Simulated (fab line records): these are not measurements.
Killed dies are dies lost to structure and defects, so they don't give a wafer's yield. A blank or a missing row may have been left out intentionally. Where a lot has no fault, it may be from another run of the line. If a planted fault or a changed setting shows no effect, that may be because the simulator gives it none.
Comparing a struck lot with a sound one ; flow n5Finfet ; 36 steps out of a route of 1938
Sound: the wafers L501.2, L501.4, L501.6. Struck: wafer L497.6 (L497.3, L497.5, from the same lot, were not struck and are left out); the cause is given at the end.
Order at every step that has rows: each side's tool, ch and its chambers, its first start. Under that, the readings that differ: sound wafers ; struck wafers ; difference of the means ; sigmas: that difference in standard deviations of wafers without a fault.
alike: same words and numbers on both sides, and readings whose means sit less than 2 such deviations apart. not compared: any withheld reading, any reading some wafer has no value for, any bound like >300 that may hide the same value, and any number with overlapping values for which the record gives no deviation.
The two part at a step that has a row with sigmas, a row that says differs or no value, or rows on one side only. When numbers do not overlap yet have no deviation, they are printed without sigmas and do not part them. A reading that every wafer of one side lacks parts them only if that side has two wafers or more.

first, 9 steps without rows for these wafers: N5_SD_EPI_N_DEVELOP_08 (develop time 30 s); N5_SD_EPI_N_DESCUM_14 (chemistry O2, time 7.9 s); N5_SD_EPI_N_ETCH_34 (etches SiARC in CF4, target depth 45.5 nm, time 75.8 s); N5_SD_EPI_N_ETCH_35 (etches SOC in N2/H2, overetch 108 nm, time 486 s); N5_SD_EPI_N_STRIP_36 (strips in N2/H2); N5_SD_EPI_N_ETCHBACK_44 (etches SiNx in CH3F/O2, stops on SiO2, target depth 14.5 nm); N5_SD_EPI_N_ETCH_45 (etches SiOCN in CH3F/O2, target depth 6 nm); N5_SD_EPI_N_ETCH_16 (etches SiO2 in CHF3/O2, target depth 5 nm); N5_SD_EPI_N_STRIP_47 (strips in CHF3/O2).
N5_SD_EPI_N_SD_RECESS_17: chemistry HBr/Cl2/O2, target depth 41 nm, time 23.7 s, bt time 3 s.
  sound on rieSi-06 ch 1,3, day 7 13:01; struck on rieSi-02 ch 0, day 6 13:54
reading;sound;struck;difference;sigmas
model.etch.depthNm (nm);39.72 41.6 39.56;47.07;+6.78;
model.SD_EPI_N.featureDepthNm (nm);39.8 41.6 39.6;47;+7;
model.Si_of_WELL_APT_EPI_41.thkNm (nm);9.4 7.4 9.8;4.4;-4.5;
  alike: HBr_flow_sccm, drypumpMotorCurrentA, oesProductAu, throttleValvePct
  not compared: rfHoursCounterH
then, 2 steps without rows for these wafers: N5_SD_EPI_N_STRIP_38 (strips in N2/H2); N5_SD_EPI_N_WET_ETCH_43 (etches SiO2 in dHF, time 14 s, target depth 1.5 nm).
N5_SD_EPI_N_STRIP_18: strips in SPM, time 750 s.
  sound on wetBench-02 ch 2,3,4, day 7 13:13; struck on wetBench-04 ch 1, day 6 14:12
reading;sound;struck;difference;sigmas
model.Si_of_WELL_APT_EPI_41.thkNm (nm);9 7.2 9.6;4;-5;
then, 21 steps without rows for these wafers: N5_SD_EPI_N_SRD_20 (time 30 s); N5_SD_EPI_N_PRECLEAN_48 (cleans in NF3:NH3, afs cycles 2, time 20 s, sublimation time 60 s); N5_SD_EPI_N_VAPOR_ETCH_50 (etches Si in HCl, time 54 s); N5_SD_EPI_N_EPI_21 (deposits Si:P, time 690 s); N5_SD_EPI_N_PRECLEAN_24 (cleans in O3/DIW, time 60 s); N5_SD_EPI_N_SRD_25 (time 30 s); N5_SD_EPI_N_PRECLEAN_49 (cleans in NF3:NH3, afs cycles 1, time 20 s, sublimation time 60 s); N5_SD_EPI_N_LINER_46 (material SiNx, target thk 3 nm); N5_SD_EPI_P_COAT_34 (time 60 s, resist thk 350 nm); N5_SD_EPI_P_COAT_35 (time 60 s, resist thk 35 nm); N5_SD_EPI_P_COAT_03 (resist thk 150 nm); N5_SD_EPI_P_EBR_05; N5_SD_EPI_P_SOFTBAKE_04 (time 60 s); N5_SD_EPI_P_EXPOSE_06 (exposes mask SD P BLK, target cd 240 nm); N5_SD_EPI_P_PEB_07 (peb time 60 s); N5_SD_EPI_P_DEVELOP_08 (develop time 30 s); N5_SD_EPI_P_DESCUM_14 (chemistry O2, time 7.9 s); N5_SD_EPI_P_ETCH_36 (etches SiARC in CF4, target depth 45.5 nm, time 75.8 s); N5_SD_EPI_P_ETCH_37 (etches SOC in N2/H2, overetch 108 nm, time 486 s); N5_SD_EPI_P_STRIP_38 (strips in N2/H2); N5_SD_EPI_P_ETCHBACK_46 (etches SiNx in CH3F/O2, stops on SiO2, target depth 17.5 nm).
-- a jump in the record: the struck wafers' starts before and after are 7 days apart (it breaks off in module SD_EPI_P and resumes in module BEOL_M4, where the first step shown is number 1111 of the route) --
N5_BEOL_M4_RC_MEAS_101:
  sound on prober-02 ch 0, day 14 18:24; struck on prober-01 ch 0, day 13 10:14
reading;sound;struck;difference;sigmas
CJ_N;4.30 4.47 4.25;4.78;+0.44;+4
DIBL_N (mV/V);36.6 38.7 36.5;44.4;+7.1;+4
IOFF_N (nA/um);0.15 0.20 0.16;0.75;+0.58;+19
IOFF_N_85C (nA/um);3.0 3.7 3.1;11.4;+8.1;+17
SS_N (mV/dec);71.0 72.1 71.4;82.5;+11.0;+18
  alike: DIBL_P, IOFF_P, ION_N, ION_P, SS_P, VT_N, VT_P
-- a jump in the record: the struck wafers' starts before and after are 5 days apart (it breaks off in module BEOL_M4 and resumes in module PASSIVATION, where the first step shown is number 1936 of the route) --
N5_PASSIVATION_PROBE_49:
  sound on prober-01 at day 20 12:19; struck on prober-01 at day 18 14:16
reading;sound;struck;difference;sigmas
killed_at_M4_up;24 27 19;8;-15;-3
sort_bin_4_leakage (%);0 0 0;91.19;+91.19;
sortNPass;1061 1071 1081;4;-1067;-63
sortYieldPct (%);89.9 90.8 91.6;0.3;-90.5;-65
  alike: defectLimitedYield, killed_at_M0_to_M3, killedAtContacts, killedAtFrontEnd, killedAtOther, killedDies, killedOpen, killedShort, sort_bin_5_function, sort_bin_6_memory

## WHERE THEY PART
First at N5_BEOL_M4_RC_MEAS_101; last, within this record, at N5_PASSIVATION_PROBE_49.

WHY: the cause the simulator had injected
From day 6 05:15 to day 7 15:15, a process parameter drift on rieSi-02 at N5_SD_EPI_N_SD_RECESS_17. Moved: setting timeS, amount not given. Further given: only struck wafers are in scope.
